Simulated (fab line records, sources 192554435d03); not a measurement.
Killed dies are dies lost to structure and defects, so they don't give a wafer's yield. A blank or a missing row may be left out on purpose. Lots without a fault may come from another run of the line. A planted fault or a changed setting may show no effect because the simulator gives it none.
Chamber matching | flow n5_finfet | N5_BEOL_M8_DESCUM_16 on rie_diel-02: 4 sister chambers
The step chemistry O2, time 7.9 s. 4 wafers are shown with their chamber, then 12 later ones without.

WAFERS WITH THEIR CHAMBER
wafer  | chamber | drypump_motor_current_A (A)
L092.1 | 1       | 5.87
L093.1 | 0       | 5.56
L093.2 | 2       | 5.40
L093.5 | 3       | 5.56

WAFERS WITHOUT THEIR CHAMBER
wafer  | drypump_motor_current_A (A)
L095.1 | 5.59
L095.2 | 5.38
L095.3 | 5.64
L095.4 | 5.40
L095.5 | 5.60
L095.6 | 5.40
L096.1 | 5.38
L096.2 | 5.88
L096.3 | 5.56
L096.4 | 5.38
L096.5 | 5.88
L096.6 | 5.58

WHICH CHAMBER EACH WENT THROUGH
wafer  | from the rows above     | in truth
L095.1 | can't be placed: 0 or 3 | 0
L095.2 | 2                       | 2
L095.3 | can't be placed: 0 or 3 | 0
L095.4 | 2                       | 2
L095.5 | can't be placed: 0 or 3 | 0
L095.6 | 2                       | 2
L096.1 | 2                       | 2
L096.2 | 1                       | 1
L096.3 | can't be placed: 0 or 3 | 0
L096.4 | 2                       | 2
L096.5 | 1                       | 1
L096.6 | can't be placed: 0 or 3 | 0
Placed correctly: 7 of 12. Can't be placed from these rows: 5 (the true chamber is among the candidates in 5). Placed wrongly: 0.
How it was worked out, from the rows above alone: a wafer's distance from a chamber is the root of the sum, over the readings, of the square of ((its reading less the chamber's mean) divided by the reading's scatter). The wafer belongs to the nearest chamber; if the next one is less than 2 further off, it can't be placed. A chamber's mean is the mean of its shown wafers. The scatter: with one shown wafer a chamber, the root of the mean of the squares of how far each hidden wafer lies from its nearest shown one.
